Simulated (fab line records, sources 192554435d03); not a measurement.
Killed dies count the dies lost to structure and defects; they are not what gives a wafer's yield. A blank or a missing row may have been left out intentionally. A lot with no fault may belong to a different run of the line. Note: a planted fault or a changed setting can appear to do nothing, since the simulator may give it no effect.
Split-lot trial / flow n5-finfet / 7 lots, 21 wafers read, on a route of 1938 steps

== THE SPLIT ==
At N5_BEOL_M9_COAT_05 (resist thk 90 nm), the setting spin-rpm was moved away from the recipe's 1500 rpm on 7 of the 21 wafers read, by -8.2% to +10.7%. For the rest of the wafers, this setting stayed at what the recipe calls for.

== FROM SPLIT TO READING: 1 step shown by the file between the two ==
- N5_BEOL_M9_DESCUM_16: chemistry O2, time 7.9 s (also split here: time-s)

== THE READING ==
CAR-ArF_of_BEOL_M9_COAT_05.thk-nm (the simulator's own value, which no gauge read), in nm, at N5_BEOL_M9_ETCH_61 (etches SiARC in CF4, target depth 39 nm, time 65 s). The file does not state a usual value for it. The 14 wafers here that ran the recipe average 55.7 nm, standard deviation 0.28 nm.

wafer=L076.1; tool, chamber at the split=litho-track-02, 0; spin-rpm as run, rpm=1377; against the recipe=-8.2%; CAR-ArF_of_BEOL_M9_COAT_05.thk-nm, nm=60.6; against lot-mates on the recipe=+4.8
wafer=L076.2; tool, chamber at the split=litho-track-02, 0; spin-rpm as run, rpm=1377; against the recipe=-8.2%; CAR-ArF_of_BEOL_M9_COAT_05.thk-nm, nm=61; against lot-mates on the recipe=+5.2
wafer=L076.5; tool, chamber at the split=litho-track-02, 0; spin-rpm as run, rpm=1500; against the recipe=recipe; CAR-ArF_of_BEOL_M9_COAT_05.thk-nm, nm=55.8; against lot-mates on the recipe=-
wafer=L078.1; tool, chamber at the split=litho-track-02, 0; spin-rpm as run, rpm=1500; against the recipe=recipe; CAR-ArF_of_BEOL_M9_COAT_05.thk-nm, nm=56.4; against lot-mates on the recipe=-
wafer=L078.3; tool, chamber at the split=litho-track-02, 0; spin-rpm as run, rpm=1500; against the recipe=recipe; CAR-ArF_of_BEOL_M9_COAT_05.thk-nm, nm=55.6; against lot-mates on the recipe=-
wafer=L078.6; tool, chamber at the split=litho-track-02, 0; spin-rpm as run, rpm=1623; against the recipe=+8.2%; CAR-ArF_of_BEOL_M9_COAT_05.thk-nm, nm=52.2; against lot-mates on the recipe=-3.8
wafer=L081.1; tool, chamber at the split=litho-track-02, 0; spin-rpm as run, rpm=1500; against the recipe=recipe; CAR-ArF_of_BEOL_M9_COAT_05.thk-nm, nm=56; against lot-mates on the recipe=-
wafer=L081.4; tool, chamber at the split=litho-track-02, 0; spin-rpm as run, rpm=1500; against the recipe=recipe; CAR-ArF_of_BEOL_M9_COAT_05.thk-nm, nm=56; against lot-mates on the recipe=-
wafer=L081.5; tool, chamber at the split=litho-track-02, 0; spin-rpm as run, rpm=1500; against the recipe=recipe; CAR-ArF_of_BEOL_M9_COAT_05.thk-nm, nm=55.6; against lot-mates on the recipe=-
wafer=L086.1; tool, chamber at the split=litho-track-01, 0; spin-rpm as run, rpm=1388; against the recipe=-7.5%; CAR-ArF_of_BEOL_M9_COAT_05.thk-nm, nm=59.2; against lot-mates on the recipe=+3.8
wafer=L086.3; tool, chamber at the split=litho-track-01, 0; spin-rpm as run, rpm=1500; against the recipe=recipe; CAR-ArF_of_BEOL_M9_COAT_05.thk-nm, nm=55.6; against lot-mates on the recipe=-
wafer=L086.6; tool, chamber at the split=litho-track-01, 0; spin-rpm as run, rpm=1500; against the recipe=recipe; CAR-ArF_of_BEOL_M9_COAT_05.thk-nm, nm=55.2; against lot-mates on the recipe=-
wafer=L093.1; tool, chamber at the split=litho-track-02, 0; spin-rpm as run, rpm=1500; against the recipe=recipe; CAR-ArF_of_BEOL_M9_COAT_05.thk-nm, nm=55.8; against lot-mates on the recipe=-
wafer=L093.5; tool, chamber at the split=litho-track-02, 0; spin-rpm as run, rpm=1500; against the recipe=recipe; CAR-ArF_of_BEOL_M9_COAT_05.thk-nm, nm=55.6; against lot-mates on the recipe=-
wafer=L093.6; tool, chamber at the split=litho-track-02, 0; spin-rpm as run, rpm=1500; against the recipe=recipe; CAR-ArF_of_BEOL_M9_COAT_05.thk-nm, nm=55.4; against lot-mates on the recipe=-
wafer=L094.1; tool, chamber at the split=litho-track-02, 0; spin-rpm as run, rpm=1500; against the recipe=recipe; CAR-ArF_of_BEOL_M9_COAT_05.thk-nm, nm=55.8; against lot-mates on the recipe=-
wafer=L094.2; tool, chamber at the split=litho-track-02, 0; spin-rpm as run, rpm=1661; against the recipe=+10.7%; CAR-ArF_of_BEOL_M9_COAT_05.thk-nm, nm=51.2; against lot-mates on the recipe=-4.6
wafer=L094.6; tool, chamber at the split=litho-track-02, 0; spin-rpm as run, rpm=1661; against the recipe=+10.7%; CAR-ArF_of_BEOL_M9_COAT_05.thk-nm, nm=51; against lot-mates on the recipe=-4.8
wafer=L095.2; tool, chamber at the split=litho-track-03, 0; spin-rpm as run, rpm=1441; against the recipe=-3.9%; CAR-ArF_of_BEOL_M9_COAT_05.thk-nm, nm=57.6; against lot-mates on the recipe=+1.9
wafer=L095.3; tool, chamber at the split=litho-track-03, 0; spin-rpm as run, rpm=1500; against the recipe=recipe; CAR-ArF_of_BEOL_M9_COAT_05.thk-nm, nm=55.6; against lot-mates on the recipe=-
wafer=L095.4; tool, chamber at the split=litho-track-03, 0; spin-rpm as run, rpm=1500; against the recipe=recipe; CAR-ArF_of_BEOL_M9_COAT_05.thk-nm, nm=55.8; against lot-mates on the recipe=-

FIT RESULTS
A straight line over all 21 wafers: CAR-ArF_of_BEOL_M9_COAT_05.thk-nm changes by -0.487 nm for each +1% of spin-rpm; r = -0.98; the points scatter about the line by 0.45 nm.
The same after taking each lot's own level away (the mean of its wafers on the recipe; 21 wafers): -0.497 nm for each +1%; r = -0.99; scatter 0.38 nm.
According to that fit, moving spin-rpm by its largest amount changes the reading by 5.3 nm.
Measured against the standard deviation above, the lots' own levels, which go from 55.40 to 56.00 nm, span 2.2 times it.
The two slopes agree, so the slope changes little with the lot-to-lot level.
Check: with one of the wafers moved furthest among these (+10.7%) left out of the fit, the line predicts -5.39 nm for it against its lot-mates. It came out at -4.6 nm against them.

== FURTHER SPLITS ON THESE WAFERS ==
Note: prior to the reading, these wafers also went through further splits. Each is held against what the fit with the lots' levels taken away leaves over:
other split on the same wafers=N5_BEOL_M6_TRENCH_ETCH_37 time-s; wafers away from the commonest value=6; r with CAR-ArF_of_BEOL_M9_COAT_05.thk-nm (lot level and that fit taken away)=-0.37
other split on the same wafers=N5_BEOL_M7_COAT_71 spin-rpm; wafers away from the commonest value=8; r with CAR-ArF_of_BEOL_M9_COAT_05.thk-nm (lot level and that fit taken away)=+0.12
other split on the same wafers=N5_BEOL_M7_DESCUM_33 time-s; wafers away from the commonest value=8; r with CAR-ArF_of_BEOL_M9_COAT_05.thk-nm (lot level and that fit taken away)=-0.72
other split on the same wafers=N5_BEOL_M8_COAT_71 spin-rpm; wafers away from the commonest value=11; r with CAR-ArF_of_BEOL_M9_COAT_05.thk-nm (lot level and that fit taken away)=-0.30
other split on the same wafers=N5_BEOL_M8_COAT_22 spin-rpm; wafers away from the commonest value=8; r with CAR-ArF_of_BEOL_M9_COAT_05.thk-nm (lot level and that fit taken away)=-0.26
other split on the same wafers=N5_BEOL_M9_DESCUM_16 time-s; wafers away from the commonest value=3; r with CAR-ArF_of_BEOL_M9_COAT_05.thk-nm (lot level and that fit taken away)=-0.71

== THE WHOLE CHAIN: every reading that the file lists as answering this split, in the file's order ==
step=N5_BEOL_M9_COAT_05; what it does=resist thk 90 nm; reading=CAR-ArF_of_BEOL_M9_COAT_05.thk-nm (the simulator's own value, which no gauge read); change (the file's fit)=-0.456 nm for each +1% of the setting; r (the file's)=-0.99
step=N5_BEOL_M9_DESCUM_16; what it does=chemistry O2, time 7.9 s; reading=CAR-ArF_of_BEOL_M9_COAT_05.thk-nm (the simulator's own value, which no gauge read); change (the file's fit)=-0.483 nm for each +1% of the setting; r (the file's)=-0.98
step=N5_BEOL_M9_ETCH_61; what it does=etches SiARC in CF4, target depth 39 nm, time 65 s; reading=CAR-ArF_of_BEOL_M9_COAT_05.thk-nm (the simulator's own value, which no gauge read); change (the file's fit)=-0.494 nm for each +1% of the setting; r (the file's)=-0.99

== FILE'S OWN FIT ==
CAR-ArF_of_BEOL_M9_COAT_05.thk-nm changes by -0.494 nm for each +1% of spin-rpm, r = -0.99.
